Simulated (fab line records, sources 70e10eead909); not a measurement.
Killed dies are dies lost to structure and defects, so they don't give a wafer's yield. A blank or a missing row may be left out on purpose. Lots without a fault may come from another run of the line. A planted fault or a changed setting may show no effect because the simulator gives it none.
One fault seen from 2 desks | flow nand_harc | each desk has only its own numbers; what lay behind them comes last

THE METROLOGY DESK
What the gauges read, lot by lot, whatever tool the lot ran on: means of the sampled wafers that have a number. A lot is out of limits, marked OUT, if its mean lies more than 4 standard deviations from the usual mean; the brackets give that distance.
Columns: A = cd_nm at NHARC_A_CONTACT_CD_MEAS_08, usual 200.0 nm
lot  | first seen here | A
L415 | day 22 02:24    | 200.1
L416 | day 22 19:11    | 200.2
L419 | day 23 06:56    | 200.2
L420 | day 23 15:44    | 200.3
L424 | day 26 01:25    | 199.3
L425 | day 26 07:29    | 200.3
L426 | day 26 22:08    | 200.0
L428 | day 27 12:53    | 199.5
L435 | day 31 09:27    | 200.8
L437 | day 31 14:05    | 200.0
L436 | day 31 17:55    | 199.8
This desk's finding: nothing out of limits on any of the 11 lots.

THE TOOL OWNER'S DESK: rie_diel-10
The tool's own readings at NHARC_A_CONTACT_ETCH_92 (etches the open film in CH3F/O2, target depth 40 nm, time 85.7 s): means of the sampled wafers that have a number, for each lot that ran on this tool. A lot is out of limits, marked OUT, if its mean lies more than 4 standard deviations from the usual mean; the brackets give that distance.
Columns: A = bias_w at NHARC_A_CONTACT_ETCH_92, usual 100.02 W; B = drypump_motor_current_A at NHARC_A_CONTACT_ETCH_92, usual 5.9 A; C = oes_product_au at NHARC_A_CONTACT_ETCH_92, usual 0.937 a.u.; D = rf_vpp_V at NHARC_A_CONTACT_ETCH_92, usual 244.4 V; E = run_length_s at NHARC_A_CONTACT_ETCH_92, usual 107.1 s; F = showerhead_plenum_p_Torr at NHARC_A_CONTACT_ETCH_92, usual 2.46 Torr; G = throttle_valve_pct at NHARC_A_CONTACT_ETCH_92, usual 20.663 %
lot  | first seen here | A      | B   | C     | D     | E              | F    | G
L416 | day 22 22:22    | 99.73  | 5.9 | 0.936 | 244.7 | 107.1          | 2.50 | 20.666
L420 | day 23 18:54    | 100.20 | 6.1 | 0.937 | 244.1 | 106.9          | 2.47 | 20.665
L425 | day 26 10:41    | 100.10 | 6.3 | 0.925 | 244.6 | 107.2          | 2.51 | 20.662
L426 | day 27 01:22    | 100.12 | 5.7 | 0.925 | 244.9 | 107.0          | 2.45 | 20.668
L435 | day 31 12:55    | 100.08 | 5.7 | 0.938 | 243.1 | 85.3 (-52) OUT | 2.44 | 20.666
L437 | day 31 17:37    | 99.85  | 5.5 | 0.932 | 245.3 | 85.5 (-51) OUT | 2.50 | 20.661
L436 | day 31 21:07    | 99.72  | 5.9 | 0.940 | 245.7 | 96.5 (-25) OUT | 2.49 | 20.660
This desk's finding: out of limits on L435, L436, L437; first on L435, day 31 12:55 (run_length_s at NHARC_A_CONTACT_ETCH_92). In limits: L416, L420, L425, L426.

PUT TOGETHER
The tool owner's desk could have raised an alarm at day 31 12:55, on L435, L436, L437.
The metrology desk saw nothing out of limits.
The metrology desk has L435, L436, L437 on record, within its limits.
Of the lots named, all ran NHARC_A_CONTACT_ETCH_92 on rie_diel-10.

WHAT THE SIMULATOR HAD PUT IN
Process parameter drift: rie_diel-10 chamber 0, from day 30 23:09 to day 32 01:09, at NHARC_A_CONTACT_ETCH_92. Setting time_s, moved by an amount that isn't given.
Lots struck among those shown: L435, L436, L437.
Hours from the fault's start to each desk's first reading out of limits: the tool owner's desk, 14.
